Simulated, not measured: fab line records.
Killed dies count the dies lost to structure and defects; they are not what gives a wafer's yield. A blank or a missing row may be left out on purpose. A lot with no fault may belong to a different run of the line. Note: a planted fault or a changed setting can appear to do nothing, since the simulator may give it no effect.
A lot that was struck, set against a sound lot    flow n5Finfet    14 steps out of a route of 1938
Sound: the wafers L219.3, L219.4, L219.6. Struck: wafer L232.4. (L232.5, L232.6 of the same lot were not struck and are left out.) The cause comes at the end.
For every step that has rows: the tool of each side, followed by ch and its chambers, followed by its first start. Under that, the readings that differ: sound wafers    struck wafers    difference of the means    sigmas: that difference in standard deviations of wafers without a fault.
alike: readings whose means differ by less than 2 such deviations, and words and numbers that are the same on both sides. not compared: withheld readings, readings that some wafer has no value for, bounds like >300 that may hide the same value, and numbers for which the record gives no deviation and whose values overlap.
A row with sigmas, a row that says differs or no value, or rows on one side alone: a step with any of these is where the two part. Numbers that don't overlap but have no deviation are shown without sigmas and don't part them. A reading missing from all wafers of one side parts the sides only when that side holds two or more wafers.

first, 8 steps without rows for these wafers: N5_MIM_TOP_LITHO_HMDS_01 (time 60 s); N5_MIM_TOP_LITHO_COAT_02; N5_MIM_TOP_LITHO_EBR_04; N5_MIM_TOP_LITHO_SOFTBAKE_03 (time 90 s); N5_MIM_TOP_LITHO_EXPOSE_05 (exposes mask MIM TOP, target cd 2000 nm); N5_MIM_TOP_LITHO_PEB_06; N5_MIM_TOP_LITHO_DEVELOP_07 (develop time 60 s); N5_MIM_TOP_LITHO_HARDBAKE_09 (time 120 s).
N5_MIM_TOP_LITHO_CD_MEAS_08: target cd 2000 nm.
  sound on cdSem-01 ch 0, day 13 15:37; struck on cdSem-03 ch 0, day 16 21:11
  alike: cdNm
N5_MIM_TOP_LITHO_OVL_MEAS_11:
  sound on overlay-02 ch 0, day 13 15:38; struck on overlay-01 ch 0, day 16 21:13
  alike: MIM_TOP_OVL
N5_MIM_TOP_LITHO_INSPECT_12: inspects for defects (macro).
  sound on defectInspect-01 at day 13 15:40; struck on defectInspect-02 at day 16 21:14
  alike: rawDefectCount
N5_MIM_TOP_LITHO_DESCUM_10: chemistry O2, time 7.9 s.
  sound on rieDiel-05 ch 0,1,3, day 13 15:41; struck on rieDiel-05 ch 2, day 16 21:16
reading                   sound        struck  difference  sigmas
drypumpMotorCurrentA (A)  5.6 5.2 5.8  6.5     +1.0        +2
  alike: chamberPressureMTorr, o2FlowSccm, oesProductAu, rfVppV, showerheadPlenumPTorr, tempC, throttleValvePct
  not compared: rfHoursCounterH
N5_MIM_TOP_ETCH_ETCH_00: etches TiN in Cl2/BCl3, target depth 38.5 nm.
  sound on rieMetal-01 ch 0,1, day 13 15:49; struck on rieMetal-01 ch 1, day 16 21:23
reading                                 sound              struck  difference  sigmas
oesProductAu (a.u.)                     0.89 0.73 0.90     1.02    +0.18       +2
model.etch.depthNm (nm)                 38.75 37.92 38.72  50.05   +11.59      
model.MIM_TOP_ETCH.featureDepthNm (nm)  38.8 38 38.8       50      +11         
model.MIM_TOP_ETCH.cdOffsetNm (nm)      0 -0.2 -0.2        -0.6    -0.5        
  alike: biasW, chamberPressureMTorr, drypumpMotorCurrentA, mfcCl2Sccm, throttleValvePct
  not compared: rfHoursCounterH
N5_MIM_TOP_ETCH_STRIP_01: strips in O2.
  sound on rieDiel-03 ch 0,1,2, day 13 15:55; struck on rieDiel-06 ch 1, day 16 21:29
reading                   sound        struck  difference  sigmas
drypumpMotorCurrentA (A)  5.7 6.5 6.6  5.0     -1.3        -2
  alike: chamberPressureMTorr, o2FlowSccm, oesProductAu, rfVppV, showerheadPlenumPTorr, tempC, throttleValvePct
  not compared: rfHoursCounterH

== WHERE THEY PART ==
Earliest at N5_MIM_TOP_LITHO_DESCUM_10; latest, in this record, at N5_MIM_TOP_ETCH_STRIP_01.

WHY: whatever the simulator had introduced
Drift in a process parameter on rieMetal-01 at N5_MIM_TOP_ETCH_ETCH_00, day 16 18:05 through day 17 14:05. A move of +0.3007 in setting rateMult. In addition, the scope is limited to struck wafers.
